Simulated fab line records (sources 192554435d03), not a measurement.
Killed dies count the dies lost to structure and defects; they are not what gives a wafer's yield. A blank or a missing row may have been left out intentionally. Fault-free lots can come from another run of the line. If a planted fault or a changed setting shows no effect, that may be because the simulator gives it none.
Split-lot experiment | flow n5-finfet | 21 wafers read from 7 lots, route of 1938 steps

== THE SPLIT ITSELF ==
At N5_MIM_BOT_ETCH_ETCH_04 (etches SiNx in CF4/O2, target depth 26 nm, time 13 s), the setting time-s was moved away from the recipe's 13 s on 6 of the 21 wafers read, by -13.6% to +11.1%. All remaining wafers had this setting at the recipe value.

The split's own step is where the reading is taken.

== THE READING ==
etch.depth-nm (the simulator's own value, which no gauge read), in nm, at N5_MIM_BOT_ETCH_ETCH_04 (etches SiNx in CF4/O2, target depth 26 nm, time 13 s). There is no usual value for it anywhere in the file. The 15 wafers here that ran the recipe average 25.65 nm, standard deviation 0.59 nm.

wafer  | tool, chamber at the split | time-s as run, s | against the recipe | etch.depth-nm, nm | against lot-mates on the recipe
L077.2 | rie-diel-02, 0             | 13               | recipe             | 26.06             | -
L077.4 | rie-diel-02, 2             | 13               | recipe             | 24.95             | -
L077.6 | rie-diel-02, 3             | 13               | recipe             | 26.22             | -
L078.3 | rie-diel-02, 1             | 11.23            | -13.6%             | 22.4              | -3.69
L078.5 | rie-diel-02, 1             | 11.23            | -13.6%             | 22.35             | -3.74
L078.6 | rie-diel-02, 0             | 13               | recipe             | 26.09             | -
L083.3 | rie-diel-06, 3             | 13               | recipe             | 25.13             | -
L083.4 | rie-diel-06, 0             | 13               | recipe             | 26.16             | -
L083.5 | rie-diel-06, 1             | 14.44            | +11.1%             | 28.23             | +2.59
L085.2 | rie-diel-02, 0             | 13               | recipe             | 25.5              | -
L085.3 | rie-diel-02, 2             | 13               | recipe             | 24.57             | -
L085.5 | rie-diel-02, 2             | 13               | recipe             | 24.64             | -
L086.3 | rie-diel-06, 2             | 13               | recipe             | 25.18             | -
L086.4 | rie-diel-06, 3             | 11.46            | -11.8%             | 22.49             | -2.69
L086.6 | rie-diel-06, 2             | 11.46            | -11.8%             | 22.18             | -3.00
L089.3 | rie-diel-06, 1             | 13               | recipe             | 26.51             | -
L089.5 | rie-diel-06, 0             | 13               | recipe             | 25.98             | -
L089.6 | rie-diel-06, 1             | 14.38            | +10.6%             | 29.4              | +3.15
L097.1 | rie-diel-02, 1             | 13               | recipe             | 25.87             | -
L097.4 | rie-diel-02, 0             | 13               | recipe             | 25.97             | -
L097.5 | rie-diel-02, 0             | 13               | recipe             | 25.88             | -

FIT RESULTS
A straight line over all 21 wafers: etch.depth-nm changes by +0.268 nm for each +1% of time-s; r = +0.95; the points scatter about the line by 0.58 nm.
The same after taking each lot's own level away (the mean of its wafers on the recipe; 21 wafers): +0.261 nm for each +1%; r = +0.98; scatter 0.37 nm.
Per that fit: largest time-s move, reading shift of 3.5 nm.
Measured against the standard deviation above, the lots' own levels, which go from 24.903 to 26.245 nm, span 2.3 times it.
So the lot-to-lot level changes the slope little: the two slopes agree.
Check: -3.49 nm against its lot-mates is what the line predicts for one of the wafers moved furthest among these (-13.6%) when that wafer is left out of the fit. It came out at -3.69 nm against them.

== OTHER SPLITS APPLIED TO THESE WAFERS ==
Before the reading, these wafers also passed through other splits. Each is held against what the fit with the lots' levels taken away leaves over:
other split on the same wafers     | wafers away from the commonest value | r with etch.depth-nm (lot level and that fit taken away)
N5_BEOL_M10_TRENCH_ETCH_37 bias-w  | 4                                    | -0.18
N5_BEOL_M11_EXPOSE_25 dose-mj      | 7                                    | +0.17
N5_BEOL_M11_ETCH_66 time-s         | 6                                    | -0.03
N5_BEOL_M13_SPUTTER_43 time-s      | 6                                    | +0.11
N5_BEOL_M14_ILD_DEP_00 time-s      | 7                                    | -0.11
N5_BEOL_M15_COAT_04 spin-rpm       | 6                                    | -0.09
N5_BEOL_M15_ETCH_59 time-s         | 9                                    | -0.05
N5_MIM_BOT_LITHO_EXPOSE_05 dose-mj | 5                                    | +0.16

== FILE'S OWN FIT ==
etch.depth-nm changes by +0.261 nm for each +1% of time-s, r = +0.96.
